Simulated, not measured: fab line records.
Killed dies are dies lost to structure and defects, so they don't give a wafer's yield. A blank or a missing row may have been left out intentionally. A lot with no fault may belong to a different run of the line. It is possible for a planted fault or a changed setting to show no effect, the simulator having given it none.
Chamber matching / flow nand harc / NHARC_A_M1_DESCUM_14 on rie diel-02 has 4 sister chambers
The step chemistry O2, time 3 s. 4 wafers are shown with their chamber, then 12 later ones without.

## WAFERS WITH THEIR CHAMBER
wafer=L092.4; chamber=1; drypump motor current A (A)=6.2
wafer=L090.1; chamber=0; drypump motor current A (A)=5.8
wafer=L090.4; chamber=2; drypump motor current A (A)=5.2
wafer=L090.5; chamber=3; drypump motor current A (A)=5.6

## WAFERS WITHOUT THEIR CHAMBER
wafer=L093.1; drypump motor current A (A)=5.9
wafer=L093.4; drypump motor current A (A)=5.6
wafer=L093.5; drypump motor current A (A)=5.2
wafer=L095.2; drypump motor current A (A)=6.2
wafer=L095.3; drypump motor current A (A)=5.6
wafer=L095.6; drypump motor current A (A)=5.8
wafer=L097.3; drypump motor current A (A)=6.2
wafer=L097.4; drypump motor current A (A)=5.6
wafer=L097.6; drypump motor current A (A)=5.6
wafer=L094.1; drypump motor current A (A)=5.8
wafer=L094.2; drypump motor current A (A)=5.6
wafer=L094.4; drypump motor current A (A)=5.2

## WHICH CHAMBER EACH ONE RAN IN
wafer=L093.1; from the rows above=0; in truth=0
wafer=L093.4; from the rows above=3; in truth=3
wafer=L093.5; from the rows above=2; in truth=2
wafer=L095.2; from the rows above=1; in truth=1
wafer=L095.3; from the rows above=3; in truth=3
wafer=L095.6; from the rows above=0; in truth=0
wafer=L097.3; from the rows above=1; in truth=1
wafer=L097.4; from the rows above=3; in truth=3
wafer=L097.6; from the rows above=3; in truth=3
wafer=L094.1; from the rows above=0; in truth=0
wafer=L094.2; from the rows above=3; in truth=3
wafer=L094.4; from the rows above=2; in truth=2
Placed correctly: 12 of 12. Can't be placed from these rows: 0. 0 placed wrongly.
How it was worked out, from the rows above alone: a wafer's distance from a chamber is the root of the sum, over the readings, of the square of ((its reading less the chamber's mean) divided by the reading's scatter). The wafer belongs to the nearest chamber; if the next one is less than 2 further off, it can't be placed. The mean given for a chamber averages the wafers shown for that chamber. The scatter (one wafer shown for each chamber): square how far every hidden wafer sits from the nearest shown wafer, average those squares and take the square root.
